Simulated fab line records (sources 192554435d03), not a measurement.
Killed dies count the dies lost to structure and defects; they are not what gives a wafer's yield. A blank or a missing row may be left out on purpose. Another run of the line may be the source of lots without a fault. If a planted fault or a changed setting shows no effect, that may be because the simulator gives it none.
Matching of chambers    flow n5 finfet    pecvd-01 running N5_BEOL_M14_DEP_53: 3 sister chambers
The step deposits SiCN from 3MS/NH3, target thk 50 nm, time 17.8 s. 6 wafers are shown with their chamber, then 7 later ones without.

WAFERS PAIRED WITH THEIR CHAMBERS
wafer   chamber  showerhead plenum p Torr (Torr)  throttle valve pct (%)
L082.5  1        4.159                            16.9
L082.6  0        4.168                            17.0
L087.2  1        4.166                            16.5
L087.3  0        4.164                            17.1
L085.1  2        4.100                            16.4
L085.4  2        4.099                            16.6

WAFERS MISSING THEIR CHAMBER
wafer   showerhead plenum p Torr (Torr)  throttle valve pct (%)
L085.5  4.165                            16.6
L090.1  4.093                            16.7
L090.4  4.170                            16.8
L090.5  4.166                            16.7
L086.3  4.158                            17.0
L086.4  4.167                            16.8
L086.5  4.166                            16.9

EACH ONE'S CHAMBER
wafer   from the rows above      in truth
L085.5  can't be placed: 1 or 0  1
L090.1  2                        2
L090.4  can't be placed: 0 or 1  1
L090.5  can't be placed: 1 or 0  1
L086.3  can't be placed: 1 or 0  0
L086.4  can't be placed: 0 or 1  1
L086.5  can't be placed: 0 or 1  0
Placed correctly: 1 of 7. These rows do not allow placing 6 (true chamber among the candidates in 6). Number placed wrongly: 0.
How it was worked out, from the rows above alone: a wafer's distance from a chamber is the root of the sum, over the readings, of the square of ((its reading less the chamber's mean) divided by the reading's scatter). The wafer belongs to the nearest chamber; if the next one is less than 2 further off, it can't be placed. For every chamber, the mean is computed from those of its wafers that are shown. The scatter is the square root of a quotient: the sum, over the shown wafers, of each reading's squared deviation from its chamber's mean, divided by wafers minus chambers.
